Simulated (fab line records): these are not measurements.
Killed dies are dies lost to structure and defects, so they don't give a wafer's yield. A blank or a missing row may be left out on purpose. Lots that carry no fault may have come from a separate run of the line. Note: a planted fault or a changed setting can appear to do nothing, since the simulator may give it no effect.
The same fault as seen by 3 desks    flow nand harc    numbers are kept per desk, each desk with only its own; the story behind them comes last

== FROM THE METROLOGY DESK ==
What the gauges read, lot by lot, whatever tool the lot ran on: means of the sampled wafers that have a number. If a lot's mean is further than 4 standard deviations from the usual mean, the lot is out of limits and carries the mark OUT (the distance appears in the brackets).
Columns: A = thk nm at NHARC_A_ONON_D1_THK_MEAS_14, usual 1002 nm
lot   first seen here  A
L793  day 8 00:12      1012
L794  day 8 03:45      994
L796  day 8 19:20      1000
L801  day 10 23:03     968
L803  day 11 19:23     973
L804  day 12 06:43     995
L806  day 13 18:57     1010
L808  day 14 05:59     994
L810  day 15 05:06     1016
L811  day 15 05:06     1001
L812  day 15 17:57     993
L813  day 16 04:20     1007
L814  day 16 12:17     975
L815  day 17 04:28     1026
L816  day 17 19:42     996
This desk's verdict: no lot among the 15 shows anything out of limits.

== THE DEFECT DESK ==
Lot by lot, what the route's inspections counted, given as the mean of those sampled wafers with a number. If a lot's mean is further than 4 standard deviations from the usual mean, the lot is out of limits and carries the mark OUT (the distance appears in the brackets).
Columns: A = raw defect count at NHARC_P_BONDPAD_INSPECT_23, usual 316; B = raw defect count at NHARC_A_START_INSPECT_01, usual 3.5; C = raw defect count at NHARC_A_SOURCE_PLATE_INSPECT_08, usual 69
lot   first seen here  A    B    C
L793  day 6 18:05      569  4.0  49
L794  day 7 01:38      266  2.3  45
L796  day 7 18:51      332  3.7  53
L801  day 9 22:16      266  3.5  58
L803  day 10 17:55     269  2.7  93
L804  day 11 05:32     266  4.0  73
L806  day 12 17:34     220  4.7  148
L808  day 13 00:59     331  2.7  89
L810  day 14 02:51     358  5.7  59
L811  day 14 03:24     235  3.3  29
L812  day 14 14:59     340  3.7  36
L813  day 15 02:57     401  2.7  109
L814  day 15 08:20     313  3.0  118
L815  day 16 03:25     217  2.7  43
L816  day 16 10:02     387  4.3  40
This desk's verdict: no lot among the 15 shows anything out of limits.

== FOR THE TOOL OWNER'S DESK: pecvd onon-04 ==
The tool's own readings at NHARC_A_ONON_D1_DEP_12 (target thk 1000 nm): means of the sampled wafers that have a number, for each lot that ran on this tool. If a lot's mean is further than 4 standard deviations from the usual mean, the lot is out of limits and carries the mark OUT (the distance appears in the brackets).
Columns: A = nh3 flow sccm at NHARC_A_ONON_D1_DEP_12, usual 499.7 sccm
lot   first seen here  A
L794  day 8 03:18      500.3
L801  day 10 22:36     498.2
L803  day 11 18:59     497.5
L804  day 12 06:16     499.5
L810  day 15 04:39     498.9
This desk's verdict: no lot among the 5 shows anything out of limits.

== BROUGHT TOGETHER ==
From the metrology desk's view, nothing was out of limits.
No out-of-limits result turned up at the defect desk.
The tool owner's desk saw nothing out of limits.

== WHAT WAS PUT IN BY THE SIMULATOR ==
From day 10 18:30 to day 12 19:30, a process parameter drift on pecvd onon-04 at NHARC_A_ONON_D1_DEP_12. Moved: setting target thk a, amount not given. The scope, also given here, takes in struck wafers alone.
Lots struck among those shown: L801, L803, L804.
